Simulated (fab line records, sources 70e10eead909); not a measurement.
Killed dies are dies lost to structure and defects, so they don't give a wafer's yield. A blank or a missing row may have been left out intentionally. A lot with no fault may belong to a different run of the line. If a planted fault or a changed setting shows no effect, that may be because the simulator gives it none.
fab line records | flow nand_harc
record: lots: 6 wafers: 18 last_day: 34
route steps=1302 shown A_CHANNEL_HOLE_D1@488 A_CHANNEL_FILL_D1@490 END@1302
lots untouched by any fault: they come from a run of this same line in which no faults occurred
start_h: hours from the record's opening day to when the first of the lot's shown wafers began | wait_h: hours elapsed since this lot's preceding step | " unchanged from the row above | L1.1+2: one row covering several wafers at once | - no value, or no start given | * or withheld: withheld | < > ~ a bound
route shown NAME@n: names a module that has steps shown in the file, with the first one's number in the route | usual: mean/standard deviation of fault-free wafers | same: alike in all rows | chamber/n: place in a boat | sites: the reading at each site | _std_site: the values' standard deviation | _edge_site: inner sites' mean taken away from outer sites' mean | radius_mm: for every site, how far away it sits from the centre of the wafer | mask NAME#n: copy n | behind: tool/chamber where the wafer was last shaped | hold: the reason the lot was held/the length of the hold in hours/how it ended | device: names the non-switching transistor (n, p or np) | end of line: the route-end tests of the same wafers | a step without rows: its recipe alone | killed: count of dies lost to structure and defects at first sort (not the wafer's yield) | map: the dies of a wafer, with x for killed, . for not killed, _ for no die there
set.NAME: the setting the step ran with; set.NAME@STEP: the setting that earlier step ran with | model.NAME: the simulator's own value behind a step, which no gauge read
a table for each step, a row for each wafer; lots at some steps of the route
services: the hour from which a tool's chamber was out of use, counted from the record's first day as start_h (under 0 if before that day), plus the number of hours and why
== steps ==
step: NHARC_A_CHANNEL_HOLE_D1_XSEM_31
recipe: landing_energy_ev: 35000
usual: bot_cd_nm: 74.4/1.6 bow_nm: 8.65/0.25 tilt_deg: 0.07/0.038
columns lot.wafer tool chamber start_h wait_h bot_cd_nm bow_nm tilt_deg
L755.1 xsem-02 0 224.49 0.1 77.6 8.74 0.12
L755.5 " 0 " " 75.4 8.74 0.12
L755.6 " 0 " " 77.0 8.76 0.12
L763.1 xsem-02 0 305.58 0.1 76.3 8.24 0.12
L763.3 " 0 " " 75.3 8.27 0.12
L763.6 " 0 " " 75.3 8.18 0.12
L765.2 xsem-02 0 329.17 0.1 74.2 8.54 0.03
L765.3 " 0 " " 76.7 8.57 0.04
L765.4 " 0 " " 73.5 8.53 0.03
L773.2 xsem-01 0 403.01 0.1 74.2 8.45 0.05
L773.3 " 0 " " 71.7 8.41 0.05
L773.5 " 0 " " 73.3 8.47 0.05
L772.2 xsem-02 0 406.52 0.1 75.0 8.65 0.08
L772.4 " 0 " " 74.2 8.64 0.08
L772.5 " 0 " " 73.7 8.64 0.08
L774.1 xsem-02 0 414.84 0.1 73.5 8.85 0.06
L774.4 " 0 " " 74.2 8.85 0.06
L774.6 " 0 " " 73.6 8.86 0.06
step: NHARC_A_CHANNEL_HOLE_D1_INSPECT_40
usual: raw_defect_count: 70/26
columns lot.wafer tool chamber start_h wait_h raw_defect_count
L755.1 defect_inspect-01 - 224.59 - 34
L755.5 " - " " 45
L755.6 " - " " 44
L763.1 defect_inspect-01 - 305.68 - 105
L763.3 " - " " 79
L763.6 " - " " 91
L765.2 defect_inspect-02 - 329.27 - 47
L765.3 " - " " 51
L765.4 " - " " 80
L773.2 defect_inspect-01 - 403.10 - 57
L773.3 " - " " 108
L773.5 " - " " 48
L772.2 defect_inspect-02 - 406.62 - 45
L772.4 " - " " 64
L772.5 " - " " 46
L774.1 defect_inspect-01 - 414.93 - 45
L774.4 " - " " 38
L774.6 " - " " 41
step: NHARC_A_CHANNEL_FILL_D1_PRECLEAN_00
recipe: time_s: * temp_c: 50 bath_age_min: 0 chemistry: SC1
step: NHARC_A_CHANNEL_FILL_D1_SRD_01
step: NHARC_A_CHANNEL_FILL_D1_ALD_02
recipe: target_thk_a: 60 pulse_time_s: 10 ald_cycles: 60 temp_c: 300 material: SiO2
usual: heater_power_w: 452/50 precursor_pulse_height_rel: 0.999/0.02
columns lot.wafer tool chamber start_h wait_h heater_power_w precursor_pulse_height_rel
L755.1 ald_hk-02 3 225.35 - 418 0.992
L755.6 " 2 " " 423 1.020
L755.5 " 3 " " 420 0.958
L763.3 ald_hk-03 2 305.94 - 493 1.018
L763.1 " 0 " " 417 0.997
L763.6 " 1 " " 530 1.002
L765.3 ald_hk-01 2 330.01 - 403 0.983
L765.4 " 0 " " 428 1.004
L765.2 " 1 " " 469 1.035
L773.2 ald_hk-02 3 403.37 - 410 0.974
L773.3 " 0 " " 429 1.009
L773.5 " 2 " " 444 0.974
L772.4 ald_hk-02 0 406.88 - 431 1.016
L772.2 " 1 " " 387 0.994
L772.5 " 0 " " 433 0.972
L774.4 ald_hk-01 3 415.14 - 532 1.014
L774.1 " 1 " " 473 1.017
L774.6 " 3 " " 548 1.047
step: NHARC_A_CHANNEL_FILL_D1_ALD_03
recipe: target_thk_a: 60 pulse_time_s: 60 ald_cycles: 58 temp_c: 630 pressure_torr: 2 material: SiNx
usual: precursor_pulse_height_rel: 1.000/0.02
columns lot.wafer tool chamber start_h wait_h precursor_pulse_height_rel
L755.1 ald_sin_batch-01 0 - - 1.022
L755.5 " 0 " " 1.020
L755.6 " 0 " " 1.015
L763.1 ald_sin_batch-01 0 - - 1.001
L763.3 " 0 " " 1.043
L763.6 " 0 " " 0.994
L765.2 ald_sin_batch-01 0 - - 1.001
L765.3 " 0 " " 1.009
L765.4 " 0 " " 1.036
L773.2 ald_sin_batch-03 0 - - 0.998
L773.3 " 0 " " 1.028
L773.5 " 0 " " 1.017
L772.2 ald_sin_batch-01 0 - - 0.998
L772.4 " 0 " " 0.950
L772.5 " 0 " " 1.011
L774.1 ald_sin_batch-01 0 - - 0.990
L774.4 " 0 " " 0.985
L774.6 " 0 " " 0.981
step: NHARC_A_CHANNEL_FILL_D1_ALD_14
recipe: target_thk_a: 25 pulse_time_s: 10 ald_cycles: 25 temp_c: 300 material: SiO2
step: NHARC_A_CHANNEL_FILL_D1_ALD_15
recipe: target_thk_a: 20 pulse_time_s: 60 ald_cycles: 19 temp_c: 630 pressure_torr: 2 material: SiNx
step: NHARC_A_CHANNEL_FILL_D1_ALD_16
recipe: target_thk_a: 15 pulse_time_s: 10 ald_cycles: 15 temp_c: 300 material: SiO2
step: NHARC_A_CHANNEL_FILL_D1_ANNEAL_17
recipe: temp_c: 850 time_s: 1800
step: NHARC_A_CHANNEL_FILL_D1_CVD_18
recipe: target_thk_a: 30 temp_c: 550 material: poly-Si
step: NHARC_A_CHANNEL_FILL_D1_ETCHBACK_19
recipe: target_depth_a: 50 time_s: 1.7 hbr_flow_sccm: 150 cl2_flow_sccm: 50 rf_w: 400 icp_w: 400 bias_w: 100 chemistry: HBr/Cl2
usual: bias_w: 100.03/0.28 chamber_pressure_mTorr: 15.001/0.013 drypump_motor_current_A: 5.7/0.64 oes_product_au: 1.001/0.012 throttle_valve_pct: 26.406/0.0089
columns lot.wafer tool chamber start_h wait_h bias_w chamber_pressure_mTorr drypump_motor_current_A oes_product_au rf_hours_counter_h throttle_valve_pct
L755.1 rie_si-06 0 248.73 0.4 100.19 15.005 4.8 1.007 1.1 26.401
L755.6 " 3 " " 100.27 14.995 5.6 1.008 - 26.410
L755.5 " 0 " " 99.69 15.016 4.8 0.999 - 26.408
L763.3 rie_si-06 3 326.88 0.4 99.80 14.989 5.7 0.999 0.4 26.395
L763.1 " 1 " " 100.28 14.998 6.4 1.006 0.5 26.402
L763.6 " 1 " " 99.74 14.988 6.4 1.017 - 26.410
L765.2 rie_si-02 2 354.36 0.4 100.10 14.998 6.0 0.993 0.4 26.422
L765.3 " 3 " " 100.03 14.994 5.0 0.996 0.4 26.401
L765.4 " 0 " " 99.89 14.998 5.2 0.987 0.5 26.391
L773.3 rie_si-02 3 427.38 0.4 100.06 14.994 5.0 0.991 0.7 26.413
L773.2 " 1 " " 100.14 14.989 5.3 1.020 1.0 26.408
L773.5 " 0 " " 100.40 15.011 5.1 0.992 - 26.411
L772.2 rie_si-01 2 431.75 0.4 100.41 14.996 5.2 0.997 0.3 26.405
L772.4 " 0 " " 99.67 15.002 6.0 0.984 0.3 26.414
L772.5 " 2 " " 100.23 15.010 5.2 0.996 - 26.400
L774.4 rie_si-02 2 440.93 0.4 99.91 14.999 6.0 0.991 0.9 26.403
L774.1 " 0 " " 99.98 15.022 5.2 1.003 1.1 26.410
L774.6 " 3 " " 99.78 15.014 5.0 0.977 - 26.425
step: NHARC_A_CHANNEL_FILL_D1_ETCHBACK_20
recipe: target_depth_a: 270 time_s: 13.5 c4f8_flow_sccm: withheld o2_flow_sccm: 8 ar_flow_sccm: withheld rf_w: 600 bias_w: 1500 chemistry: C4F8/O2/Ar
usual: bias_w: 1499/4.5 chamber_pressure_mTorr: 24.998/0.024 oes_product_au: 0.97/0.034 rf_vpp_V: 980/5.6
columns lot.wafer tool chamber start_h wait_h bias_w chamber_pressure_mTorr oes_product_au rf_hours_counter_h rf_vpp_V
L755.1 rie_diel-03 0 248.85 - 1494 24.998 0.92 6.4 974
L755.5 " 3 " " 1502 25.024 0.92 - 986
L755.6 " 0 " " 1489 24.977 0.92 - 973
L763.1 rie_diel-06 2 327.05 - - - - - -
L763.3 " 3 " " - - - - -
L763.6 " 1 " " - - - - -
L765.2 rie_diel-06 1 354.48 - - - - - -
L765.3 " 3 " " - - - - -
L765.4 " 0 " " - - - - -
L773.3 rie_diel-03 0 427.53 - 1496 25.001 0.91 5.5 973
L773.2 " 1 " " 1507 25.018 0.94 6.1 987
L773.5 " 2 " " 1501 25.018 0.92 - 978
L772.4 rie_diel-06 3 431.88 - 1497 25.016 0.93 6.3 977
L772.2 " 0 " " 1500 24.979 0.92 6.3 974
L772.5 " 2 " " 1504 25.006 0.93 - 982
L774.1 rie_diel-01 1 441.07 - 1490 25.012 0.93 3.2 975
L774.4 " 2 " " 1512 25.019 0.95 2.7 979
L774.6 " 0 " " 1499 25.044 0.95 - 987
step: NHARC_A_CHANNEL_FILL_D1_STRIP_28
recipe: time_s: 20 o2_flow_sccm: 500 ar_flow_sccm: 0 bias_w: 0 chemistry: O2
usual: drypump_motor_current_A: 5.70/0.25 o2_flow_sccm: 500.1/1.6 oes_product_au: 1.000/0.011 rf_vpp_V: 57.9/0.81 showerhead_plenum_p_Torr: 3.58/0.15 throttle_valve_pct: 17.037/0.0089
columns lot.wafer tool chamber start_h wait_h drypump_motor_current_A o2_flow_sccm oes_product_au rf_hours_counter_h rf_vpp_V showerhead_plenum_p_Torr throttle_valve_pct
L755.1 rie_diel-03 0 248.94 0.1 5.68 501.0 0.989 6.4 58.3 3.40 17.037
L755.6 " 1 " " 5.79 500.5 1.003 - 58.6 3.76 17.040
L755.5 " 2 " " 5.49 499.6 0.996 - 55.9 3.53 17.024
L763.1 rie_diel-06 1 327.13 0.1 5.83 497.1 1.008 0.3 57.7 3.74 17.034
L763.3 " 2 " " 5.80 498.8 0.996 0.2 57.9 3.61 17.045
L763.6 " 0 " " 5.55 499.2 0.980 - 57.5 3.41 17.027
L765.3 rie_diel-06 1 354.57 0.1 5.81 499.5 1.008 2.4 57.8 3.74 17.043
L765.2 " 3 " " 5.40 500.8 1.014 1.9 58.3 3.48 17.033
L765.4 " 0 " " 5.55 498.3 0.982 2.2 58.4 3.40 17.061
L773.3 rie_diel-03 2 427.61 0.1 5.47 500.6 0.987 6.5 58.6 3.52 17.027
L773.2 " 3 " " 6.15 497.7 1.017 6.2 56.9 3.76 17.041
L773.5 " 1 " " 5.82 500.9 1.007 - 57.9 3.75 17.053
L772.4 rie_diel-06 3 431.96 0.1 5.42 500.0 1.007 6.3 58.0 3.48 17.031
L772.2 " 1 " " 5.86 500.0 0.994 6.0 57.5 3.74 17.028
L772.5 " 3 " " 5.45 500.1 1.013 - 59.5 3.48 17.046
L774.4 rie_diel-01 2 441.16 0.1 5.47 502.8 1.005 2.7 57.5 3.56 17.034
L774.1 " 3 " " 5.86 500.2 1.003 2.8 56.8 3.41 17.059
L774.6 " 1 " " 5.22 501.8 0.994 - 57.6 3.47 17.031
step: NHARC_END_SORT_01
recipe: temp_c: 25
usual: killed_at_array: 59/20 killed_at_other: 0.8/1.2 killed_at_periphery: 3.5/2.2 killed_dies: 63/20 killed_open: 3.3/1.8 killed_short: 2.6/1.7
same: gross_dies: 677
columns lot.wafer tool chamber start_h wait_h killed_at_array killed_at_other killed_at_periphery killed_dies killed_open killed_short
L755.1 prober-02 0 595.73 2.5 46 0 3 49 4 3
L755.5 prober-02 0 598.92 3.7 45 5 4 54 2 5
L755.6 prober-02 0 599.71 4.0 44 2 4 50 1 2
L763.1 prober-01 0 678.59 2.5 674 2 1 677 2 5
L763.3 prober-01 0 680.19 3.1 673 0 4 677 4 1
L763.6 prober-01 0 682.58 4.0 672 1 4 677 7 1
L765.2 prober-02 0 693.95 2.8 672 0 5 677 2 2
L765.3 prober-02 0 694.75 3.1 675 0 2 677 1 5
L765.4 prober-02 0 695.55 3.4 670 1 6 677 1 6
killed by level:class
L755.1 A_CHANNEL_HOLE_D2:chamber_film_flake=26 A_CONTACT:chamber_film_flake=6 A_CHANNEL_HOLE_D1:chamber_film_flake=3 A_DECK1_JOINT:geometric_particle:open=2 A_DECK1_JOINT:chamber_film_flake=2 A_STAIRCASE:chamber_film_flake=2 P_M0:geometric_particle:open=1 A_ONON_D1:geometric_particle:open=1
L755.5 A_CHANNEL_HOLE_D2:chamber_film_flake=27 A_CHANNEL_HOLE_D1:chamber_film_flake=6 THIN_TSV:chamber_film_flake=5 A_CONTACT:chamber_film_flake=4 P_GATE:geometric_particle:short=2 A_STAIRCASE:chamber_film_flake=2 A_ONON_D1:geometric_particle:short=1 A_DECK1_JOINT:geometric_particle:short=1
L755.6 A_CHANNEL_HOLE_D2:chamber_film_flake=29 A_CONTACT:chamber_film_flake=7 A_CHANNEL_HOLE_D1:chamber_film_flake=3 P_ZERO_WELL:chamber_film_flake=2 A_STAIRCASE:chamber_film_flake=2 THIN_TSV:chamber_film_flake=2 P_M0:geometric_particle:short=1 A_CHANNEL_FILL_D1:geometric_particle:short=1
L763.1 A_CHANNEL_FILL_D1:area_etchback=588 A_CHANNEL_HOLE_D1:chamber_film_flake=31 A_SLIT:chamber_film_flake=28 A_CHANNEL_HOLE_D2:chamber_film_flake=15 A_CONTACT:chamber_film_flake=4 A_STAIRCASE:chamber_film_flake=2 THIN_TSV:chamber_film_flake=2 P_GATE:geometric_particle:open=1
L763.3 A_CHANNEL_FILL_D1:area_etchback=593 A_SLIT:chamber_film_flake=26 A_CHANNEL_HOLE_D1:chamber_film_flake=24 A_CHANNEL_HOLE_D2:chamber_film_flake=17 A_CONTACT:chamber_film_flake=7 A_STAIRCASE:chamber_film_flake=3 P_M0:geometric_particle:open=2 P_M1:geometric_particle:open=1
L763.6 A_CHANNEL_FILL_D1:area_etchback=577 A_SLIT:chamber_film_flake=30 A_CHANNEL_HOLE_D1:chamber_film_flake=26 A_CHANNEL_HOLE_D2:chamber_film_flake=22 A_CONTACT:chamber_film_flake=7 A_STAIRCASE:chamber_film_flake=3 A_WL_FILL:chamber_film_flake=2 P_GATE:geometric_particle:open=1
L765.2 A_CHANNEL_FILL_D1:area_etchback=614 A_SLIT:chamber_film_flake=30 A_CHANNEL_HOLE_D2:chamber_film_flake=19 A_CONTACT:chamber_film_flake=4 A_CHANNEL_HOLE_D1:chamber_film_flake=4 P_CONTACT:geometric_particle:short=1 P_M0:geometric_particle:short=1 P_M0:geometric_particle:open=1
L765.3 A_CHANNEL_FILL_D1:area_etchback=609 A_SLIT:chamber_film_flake=31 A_CHANNEL_HOLE_D2:chamber_film_flake=16 A_CHANNEL_HOLE_D1:chamber_film_flake=5 A_CONTACT:chamber_film_flake=5 A_ONON_D1:geometric_particle:short=2 A_WL_FILL:chamber_film_flake=2 A_DECK1_JOINT:geometric_particle:short=1
L765.4 A_CHANNEL_FILL_D1:area_etchback=598 A_SLIT:chamber_film_flake=39 A_CHANNEL_HOLE_D2:chamber_film_flake=14 A_CHANNEL_HOLE_D1:chamber_film_flake=6 A_CONTACT:chamber_film_flake=6 A_ONON_D1:geometric_particle:short=2 P_CONTACT:chamber_film_flake=2 A_DECK1_JOINT:geometric_particle:short=2
map L763.1 (x killed, . not)
____________x____________
_________xxxxxxx_________
_______xxxxxxxxxxx_______
______xxxxxxxxxxxxx______
_____xxxxxxxxxxxxxxx_____
____xxxxxxxxxxxxxxxxx____
____xxxxxxxxxxxxxxxxx____
___xxxxxxxxxxxxxxxxxxx___
___xxxxxxxxxxxxxxxxxxx___
__xxxxxxxxxxxxxxxxxxxxx__
__xxxxxxxxxxxxxxxxxxxxx__
_xxxxxxxxxxxxxxxxxxxxxxx_
_xxxxxxxxxxxxxxxxxxxxxxx_
_xxxxxxxxxxxxxxxxxxxxxxx_
_xxxxxxxxxxxxxxxxxxxxxxx_
_xxxxxxxxxxxxxxxxxxxxxxx_
xxxxxxxxxxxxxxxxxxxxxxxxx
xxxxxxxxxxxxxxxxxxxxxxxxx
xxxxxxxxxxxxxxxxxxxxxxxxx
xxxxxxxxxxxxxxxxxxxxxxxxx
xxxxxxxxxxxxxxxxxxxxxxxxx
_xxxxxxxxxxxxxxxxxxxxxxx_
_xxxxxxxxxxxxxxxxxxxxxxx_
_xxxxxxxxxxxxxxxxxxxxxxx_
_xxxxxxxxxxxxxxxxxxxxxxx_
_xxxxxxxxxxxxxxxxxxxxxxx_
__xxxxxxxxxxxxxxxxxxxxx__
__xxxxxxxxxxxxxxxxxxxxx__
___xxxxxxxxxxxxxxxxxxx___
___xxxxxxxxxxxxxxxxxxx___
____xxxxxxxxxxxxxxxxx____
____xxxxxxxxxxxxxxxxx____
_____xxxxxxxxxxxxxxx_____
______xxxxxxxxxxxxx______
_______xxxxxxxxxxx_______
_________xxxxxxx_________
____________x____________
map L765.2 (x killed, . not)
____________x____________
_________xxxxxxx_________
_______xxxxxxxxxxx_______
______xxxxxxxxxxxxx______
_____xxxxxxxxxxxxxxx_____
____xxxxxxxxxxxxxxxxx____
____xxxxxxxxxxxxxxxxx____
___xxxxxxxxxxxxxxxxxxx___
___xxxxxxxxxxxxxxxxxxx___
__xxxxxxxxxxxxxxxxxxxxx__
__xxxxxxxxxxxxxxxxxxxxx__
_xxxxxxxxxxxxxxxxxxxxxxx_
_xxxxxxxxxxxxxxxxxxxxxxx_
_xxxxxxxxxxxxxxxxxxxxxxx_
_xxxxxxxxxxxxxxxxxxxxxxx_
_xxxxxxxxxxxxxxxxxxxxxxx_
xxxxxxxxxxxxxxxxxxxxxxxxx
xxxxxxxxxxxxxxxxxxxxxxxxx
xxxxxxxxxxxxxxxxxxxxxxxxx
xxxxxxxxxxxxxxxxxxxxxxxxx
xxxxxxxxxxxxxxxxxxxxxxxxx
_xxxxxxxxxxxxxxxxxxxxxxx_
_xxxxxxxxxxxxxxxxxxxxxxx_
_xxxxxxxxxxxxxxxxxxxxxxx_
_xxxxxxxxxxxxxxxxxxxxxxx_
_xxxxxxxxxxxxxxxxxxxxxxx_
__xxxxxxxxxxxxxxxxxxxxx__
__xxxxxxxxxxxxxxxxxxxxx__
___xxxxxxxxxxxxxxxxxxx___
___xxxxxxxxxxxxxxxxxxx___
____xxxxxxxxxxxxxxxxx____
____xxxxxxxxxxxxxxxxx____
_____xxxxxxxxxxxxxxx_____
______xxxxxxxxxxxxx______
_______xxxxxxxxxxx_______
_________xxxxxxx_________
____________x____________
== services ==
columns tool chamber start_h hours kind
rie_diel-01 - 203.80 9.0 pm
ald_hk-02 - 204.80 9.1 repair
rie_si-06 - 208.38 3.6 repair
rie_diel-06 1 227.82 1.7 repair
rie_si-06 - 249.00 9.0 pm
rie_diel-03 - 254.16 1.2 repair
rie_diel-03 - 269.62 1.0 repair
rie_diel-01 2 276.71 2.2 repair
rie_si-02 - 277.00 9.0 pm
rie_diel-03 - 281.30 9.0 pm
rie_diel-06 2 288.14 3.3 repair
ald_hk-01 - 297.50 10.0 pm
rie_diel-06 1 303.97 2.9 repair
rie_diel-06 - 307.30 9.0 pm
rie_si-06 0 312.77 17.9 repair
ald_hk-02 - 348.00 10.0 pm
rie_diel-01 2 364.86 11.0 repair
rie_si-02 0 367.68 4.3 repair
rie_diel-01 - 380.80 9.0 pm
rie_diel-06 2 387.48 1.7 repair
rie_diel-01 0 393.14 9.0 repair
rie_diel-03 2 404.77 4.4 repair
ald_hk-02 - 426.39 1.8 repair
rie_diel-06 1 434.92 2.4 repair
== key ==
first_sign: step: NHARC_A_CHANNEL_FILL_D1_ETCHBACK_20 reading: tool_record direction: missing
effect: step: NHARC_END_SORT_01 reading: killed_at_array direction: up sigmas: 31 usual: 59 struck: 673
more_kills_born_at: NHARC_A_CHANNEL_FILL_D1_ETCHBACK_20@rie_diel-06: 3579
met_at NHARC_A_CHANNEL_FILL_D1_ETCHBACK_20
struck_wafers L763.1,L763.3,L763.6,L765.2,L765.3,L765.4
later_rows_left_out L763.1,L763.3,L763.6,L765.2,L765.3,L765.4
tester_left_out L763,L765
fault: kind: skipped_step_whole tool: rie_diel-06 chamber: - onset_h: 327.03 steps: NHARC_A_CHANNEL_FILL_D1_ETCHBACK_20 scope: struck_lots_only
tester_left_out: of these lots the tester's yield and bins aren't shown, on N5 and GAA mostly nor the transistor test; their killed dies are dies lost to structure and defects alone, not to doping, threshold or leakage, so they don't give the yield
later_rows_left_out: the simulator's readings of these wafers behind a module that went badly wrong aren't trusted and aren't shown, but for the sort
